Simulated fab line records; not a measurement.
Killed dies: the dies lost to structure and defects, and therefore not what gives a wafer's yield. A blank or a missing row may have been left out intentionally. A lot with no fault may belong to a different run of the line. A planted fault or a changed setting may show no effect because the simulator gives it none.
8D (eight disciplines) problem report, filled in by code ; flow n5Finfet ; the parts of the form that need people (team, actions taken, sign-off) are left out

## 1. WHAT IS WRONG
At N5_WELL_APT_RTA_34, lamp_zone_4_pct averages 13.200 % over 3 wafers from 2 lots, while fault-free wafers read 12.991 %, standard deviation 0.03. Measured from the usual mean, that is +7.0 standard deviations.
The step: time 10 s.
Earliest sighting: wafer L922.3 on rtpAnneal-01 at day 4 10:36. At this step, 27 wafers from 9 lots have a number in the record. Rule for "out" (also "out of limits"): further than 4 standard deviations from the usual mean. Any other wafer with a number is counted as sound.

## 2. WHAT IT IS, AND WHAT IT ISN'T
question;is;is not
which readings at this step;lamp_zone_4_pct, lamp_zone_1_pct, lamp_zone_3_pct, lamp_zone_5_pct, lamp_zone_6_pct, lamp_zone_7_pct;wafer_temp_C_max
which lots;L922, L923;L911, L912, L913, L926, L931, L933, L934
which wafers of those lots;L922.3, L922.6, L923.3;L922.4, L923.2, L923.5
read on which tools;rtpAnneal-01;rtpAnneal-02
when;from day 4 10:36;"up to then (10 sound wafers); but 14 sound wafers of L923, L926, L931, L933, L934 came after"

## 3. SUSPECTS, AND WHAT RULES EACH OUT
Counting: any tool at a process step up to the reading remains a suspect provided it ran every lot that is out. Sound lots after the first of them don't rule it out here, since some wafers of a struck lot are sound.
- rtpAnneal-01 at N5_WELL_APT_RTA_34 (time 10 s): kept. Every lot that is out went through it, the first being L922 (day 4 10:36); the last sound lot it ran before that was L913 (day 2 04:56). Its own readings are out on those wafers: lamp_zone_1_pct, lamp_zone_3_pct, lamp_zone_4_pct, lamp_zone_5_pct, lamp_zone_6_pct, lamp_zone_7_pct.
After counting, what remains is rtpAnneal-01 at N5_WELL_APT_RTA_34.

## 4. THE CAUSE (what the simulator had put in)
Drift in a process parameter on rtpAnneal-01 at N5_WELL_APT_RTA_34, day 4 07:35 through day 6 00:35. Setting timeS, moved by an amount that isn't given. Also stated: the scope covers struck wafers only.
Only this tool survived the counting.

## 5. SEQUENCE OF EFFECTS, ordered by route
One row per reading whose mean, taken over the struck wafers that have a number, lies over 3 standard deviations from the usual. Scope: only readings with a usual standard deviation given in the record; hours: median across lots of the time from each lot's start at the first step in this table that gives one to its start at this step; sigmas: change in usual standard deviations.
hours;step;reading;usual;on struck wafers;change;sigmas
0;N5_WELL_APT_RTA_34;lampPowerPct;13.00 %;13.18;+0.18;+3.3
0;N5_WELL_APT_RTA_34;lamp_zone_1_pct;13.00 %;13.22;+0.22;+6.8
0;N5_WELL_APT_RTA_34;lamp_zone_2_pct;13.00 %;13.18;+0.18;+5.4
0;N5_WELL_APT_RTA_34;lamp_zone_3_pct;13.00 %;13.17;+0.17;+5.1
0;N5_WELL_APT_RTA_34;lamp_zone_4_pct;12.991 %;13.200;+0.209;+7.0
0;N5_WELL_APT_RTA_34;lamp_zone_5_pct;12.996 %;13.211;+0.215;+7.4
0;N5_WELL_APT_RTA_34;lamp_zone_6_pct;12.92 %;13.14;+0.22;+6.3
0;N5_WELL_APT_RTA_34;lamp_zone_7_pct;13.417 %;13.623;+0.206;+7.4
Process steps it contains:
- N5_WELL_APT_RTA_34: time 10 s.
Later measuring or inspecting steps at which every struck wafer that the step has a row for has a number for every such reading, and none has moved that far: N5_BEOL_M4_RC_MEAS_101.

## 6. HOW IT WOULD HAVE BEEN CAUGHT EARLIER
In this record the first reading out of limits was taken at day 4 10:36, 3 hours after the fault began at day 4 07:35.
